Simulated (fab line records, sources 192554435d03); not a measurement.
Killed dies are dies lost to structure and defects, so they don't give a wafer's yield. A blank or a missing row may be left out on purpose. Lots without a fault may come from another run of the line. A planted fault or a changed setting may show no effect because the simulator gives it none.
Which tool did it? | flow n5_finfet | 10 lots, 30 wafers sampled, at 5 steps of a route of 1938

WHAT THE GAUGES READ, wafer by wafer
N5_BEOL_M4_RC_MEAS_101. Usual: DIBL_N 36.4 mV/V, standard deviation 1.4; DIBL_P 36.4 mV/V, standard deviation 1.5; IOFF_N 0.156 nA/um, standard deviation 0.022; IOFF_P 0.210 nA/um, standard deviation 0.023; ION_N 675 uA/um, standard deviation 9.1; ION_P 463 uA/um, standard deviation 5.7; SS_N 71.6 mV/dec, standard deviation 0.45; SS_P 73.3 mV/dec, standard deviation 0.56; VT_N 250 mV, standard deviation 3.1; VT_P -250.3 mV, standard deviation 2.3.
lot  | measured     | on        | DIBL_N (mV/V)  | DIBL_P (mV/V)  | IOFF_N (nA/um)    | IOFF_P (nA/um)    | ION_N (uA/um) | ION_P (uA/um) | SS_N (mV/dec)  | SS_P (mV/dec)  | VT_N (mV)   | VT_P (mV)            | flag
L263 | day 10 06:00 | prober-02 | 34.5 35.7 35.5 | 34.8 36.9 37.1 | 0.139 0.163 0.166 | 0.180 0.217 0.213 | 663 672 678   | 453 459 462   | 71.0 71.0 71.6 | 72.3 73.5 73.3 | 252 248 248 | -248.9 -248.0 -248.4 |
L266 | day 10 07:53 | prober-01 | 33.9 35.9 34.0 | 35.1 38.1 34.8 | 0.142 0.189 0.141 | 0.200 0.241 0.192 | 676 688 663   | 467 465 462   | 71.2 72.3 70.7 | 72.2 73.4 72.0 | 248 245 251 | -251.3 -246.9 -251.6 |
L268 | day 10 18:31 | prober-02 | 37.4 37.6 37.8 | 37.3 37.7 37.5 | 0.160 0.155 0.163 | 0.195 0.200 0.206 | 667 667 670   | 455 455 464   | 71.1 71.7 71.4 | 73.6 73.8 73.9 | 248 253 249 | -254.0 -252.8 -251.3 |
L269 | day 11 01:58 | prober-01 | 36.7 38.2 35.7 | 39.1 40.0 37.9 | 0.176 0.215 0.169 | 0.239 0.259 0.216 | 683 691 676   | 470 466 460   | 72.3 71.8 71.2 | 74.5 73.4 73.3 | 245 243 245 | -248.6 -246.6 -248.6 |
L270 | day 11 09:09 | prober-01 | 36.8 36.9 35.2 | 37.6 37.7 36.0 | 0.161 0.157 0.137 | 0.204 0.212 0.183 | 683 670 667   | 463 457 458   | 71.3 71.6 71.2 | 72.9 73.1 73.0 | 250 253 253 | -250.2 -247.6 -249.6 |
L276 | day 12 16:17 | prober-01 | 36.2 37.6 37.3 | 33.8 36.6 36.0 | 0.155 0.175 0.173 | 0.191 0.228 0.223 | 677 684 687   | 456 468 465   | 71.6 71.5 71.4 | 72.4 73.7 73.1 | 248 249 248 | -249.8 -247.9 -247.1 |
L277 | day 13 01:37 | prober-01 | 37.7 37.9 38.8 | 38.4 38.2 40.0 | 0.171 0.176 0.190 | 0.213 0.225 0.240 | 681 681 691   | 467 465 463   | 71.7 72.3 71.6 | 73.4 73.7 73.7 | 250 249 249 | -251.3 -249.6 -248.2 |
L278 | day 13 13:28 | prober-01 | 37.7 36.4 38.5 | 37.1 35.4 38.0 | 0.167 0.154 0.188 | 0.210 0.189 0.223 | 682 687 690   | 461 463 471   | 71.6 71.4 71.9 | 74.3 73.1 73.9 | 249 249 245 | -251.9 -252.3 -251.3 |
L280 | day 13 23:07 | prober-02 | 34.7 34.6 33.9 | 36.0 35.4 34.7 | 0.134 0.130 0.116 | 0.192 0.187 0.168 | 678 661 665   | 465 459 456   | 71.1 71.7 71.0 | 72.3 72.1 72.4 | 252 251 254 | -251.0 -251.1 -252.2 |
L283 | day 14 15:42 | prober-02 | 37.2 36.8 35.9 | 38.6 37.0 35.9 | 0.187 0.166 0.152 | 0.259 0.228 0.212 | 685 671 675   | 477 465 467   | 72.3 72.1 71.6 | 73.5 74.1 73.8 | 246 248 249 | -249.3 -249.0 -250.1 |

WHICH TOOL RAN EACH LOT (tool, then ch and the chambers of the sampled wafers, then the start)
lot  | N5_MOL_CONTACT_COAG_ALD_20          | N5_MOL_CONTACT_COAG_SIL_ANNEAL_21 | N5_MOL_CONTACT_COAG_PRE_CLEAN_141 | N5_MOL_CONTACT_COAG_ANNEAL_113
L263 | ald_metal-02 ch 1,2,3, day 5 05:07  | rtp_anneal-02 ch 0, day 5 05:29   | pvd_sputter-03, day 5 06:07       | rtp_anneal-02 ch 0, day 5 06:55
L266 | ald_metal-04 ch 0,1,3, day 6 00:05  | rtp_anneal-02 ch 0, day 6 00:27   | pvd_sputter-01, day 6 00:41       | rtp_anneal-01 ch 0, day 6 01:46
L268 | ald_metal-04 ch 0,1,3, day 6 11:35  | rtp_anneal-01 ch 0, day 6 12:02   | pvd_sputter-03, day 6 13:26       | rtp_anneal-01 ch 0, day 6 14:40
L269 | ald_metal-04 ch 0,3, day 6 18:05    | rtp_anneal-01 ch 0, day 6 18:27   | pvd_sputter-01, day 6 19:02       | rtp_anneal-01 ch 0, day 6 19:50
L270 | ald_metal-04 ch 1,3, day 6 21:27    | rtp_anneal-02 ch 0, day 6 21:53   | pvd_sputter-03, day 6 22:20       | rtp_anneal-02 ch 0, day 6 23:25
L276 | ald_metal-04 ch 1,2,3, day 8 12:04  | rtp_anneal-02 ch 0, day 8 12:29   | pvd_sputter-01, day 8 13:47       | rtp_anneal-02 ch 0, day 8 14:44
L277 | ald_metal-04 ch 1,2,3, day 8 17:15  | rtp_anneal-02 ch 0, day 8 17:37   | pvd_sputter-03, day 8 20:09       | rtp_anneal-01 ch 0, day 8 20:57
L278 | ald_metal-04 ch 0,3, day 9 02:20    | rtp_anneal-02 ch 0, day 9 02:44   | pvd_sputter-01, day 9 05:01       | rtp_anneal-02 ch 0, day 9 06:08
L280 | ald_metal-04 ch 0,2, day 9 12:01    | rtp_anneal-02 ch 0, day 9 12:25   | pvd_sputter-02, day 9 13:23       | rtp_anneal-01 ch 0, day 9 14:20
L283 | ald_metal-04 ch 1,2,3, day 10 09:17 | rtp_anneal-01 ch 0, day 10 09:40  | pvd_sputter-01, day 10 10:05      | rtp_anneal-02 ch 0, day 10 11:03
- N5_MOL_CONTACT_COAG_ALD_20: deposits TiN, target thk 1.5 nm, pulse time 1 s, purge time 3 s.
- N5_MOL_CONTACT_COAG_SIL_ANNEAL_21: time 60 s.
- N5_MOL_CONTACT_COAG_PRE_CLEAN_141: time 60 s.
- N5_MOL_CONTACT_COAG_ANNEAL_113: time 300 s.

WHAT THE TOOLS THEMSELVES READ (means of the sampled wafers that have a number; where no wafer has one, the mark that the record gives instead)
N5_MOL_CONTACT_COAG_ALD_20. Usual: chamber_pressure_Torr 3.000 Torr, standard deviation 0.0066; heater_power_w 945 W, standard deviation 140; precursor_pulse_height_rel 1.000, standard deviation 0.018.
lot  | tool         | chamber_pressure_Torr (Torr) | heater_power_w (W) | precursor_pulse_height_rel | flag
L263 | ald_metal-02 | 3.002                        | 929                | 1.005                      |
L266 | ald_metal-04 | 3.000                        | 973                | 1.001                      |
L268 | ald_metal-04 | -                            | -                  | -                          | OFF
L269 | ald_metal-04 | -                            | -                  | -                          | OFF
L270 | ald_metal-04 | -                            | -                  | -                          | OFF
L276 | ald_metal-04 | 2.999                        | 946                | 0.998                      |
L277 | ald_metal-04 | 3.000                        | 946                | 1.010                      |
L278 | ald_metal-04 | 3.002                        | 966                | 0.992                      |
L280 | ald_metal-04 | 3.001                        | 863                | 1.007                      |
L283 | ald_metal-04 | 2.999                        | 934                | 0.992                      |

N5_MOL_CONTACT_COAG_SIL_ANNEAL_21. Usual: lamp_power_pct 5.64 %, standard deviation 0.063; wafer_temp_C_max 552.4, standard deviation 1.2.
lot  | tool          | lamp_power_pct (%) | wafer_temp_C_max | flag
L263 | rtp_anneal-02 | 5.71               | 551.4            |
L266 | rtp_anneal-02 | 5.71               | 551.1            |
L268 | rtp_anneal-01 | 5.58               | 553.7            |
L269 | rtp_anneal-01 | 5.57               | 552.9            |
L270 | rtp_anneal-02 | 5.70               | 551.2            |
L276 | rtp_anneal-02 | 5.71               | 551.3            |
L277 | rtp_anneal-02 | 5.71               | 551.1            |
L278 | rtp_anneal-02 | 5.71               | 551.4            |
L280 | rtp_anneal-02 | 5.70               | 551.2            |
L283 | rtp_anneal-01 | 5.58               | 553.4            |

N5_MOL_CONTACT_COAG_PRE_CLEAN_141. Usual: heater_power_w 453 W, standard deviation 24.
lot  | tool           | heater_power_w (W) | flag
L263 | pvd_sputter-03 | 466                |
L266 | pvd_sputter-01 | 435                |
L268 | pvd_sputter-03 | 466                |
L269 | pvd_sputter-01 | 436                |
L270 | pvd_sputter-03 | 466                |
L276 | pvd_sputter-01 | 445                |
L277 | pvd_sputter-03 | 463                |
L278 | pvd_sputter-01 | 434                |
L280 | pvd_sputter-02 | 453                |
L283 | pvd_sputter-01 | 459                |

N5_MOL_CONTACT_COAG_ANNEAL_113. Usual: lamp_power_pct 2.425 %, standard deviation 0.027; wafer_temp_C_max 401.8, standard deviation 0.87.
lot  | tool          | lamp_power_pct (%) | wafer_temp_C_max | flag
L263 | rtp_anneal-02 | 2.451              | 401.2            |
L266 | rtp_anneal-01 | 2.398              | 402.3            |
L268 | rtp_anneal-01 | 2.399              | 401.5            |
L269 | rtp_anneal-01 | 2.397              | 402.7            |
L270 | rtp_anneal-02 | 2.451              | 400.8            |
L276 | rtp_anneal-02 | 2.452              | 401.2            |
L277 | rtp_anneal-01 | 2.398              | 402.5            |
L278 | rtp_anneal-02 | 2.455              | 401.0            |
L280 | rtp_anneal-01 | 2.396              | 403.1            |
L283 | rtp_anneal-02 | 2.452              | 400.8            |

THE ANSWER, worked out from the rows above alone
Rule: a lot is off if the mean of its wafers that have a number lies more than 3 standard deviations from the usual mean. A lot without any number at a reading at which 4 lots or more have one is off too. The other lots that the step has rows for count as sound. The gauges are gone through in route order, then the tools' own readings, and for those a lot's mean is taken as printed above. The first step at which some lot is off is used, and at that step the reading that is off furthest; a lot without a number counts as furthest.
Off: L268, L269, L270, at N5_MOL_CONTACT_COAG_ALD_20 (chamber_pressure_Torr). Without a number there: L268, L269, L270.
A tool fits if, at that step or a process step before it, it ran every lot that is off, and no sound lot after the first of them. None of those tried fits.

WHAT THE SIMULATOR HAD PUT IN
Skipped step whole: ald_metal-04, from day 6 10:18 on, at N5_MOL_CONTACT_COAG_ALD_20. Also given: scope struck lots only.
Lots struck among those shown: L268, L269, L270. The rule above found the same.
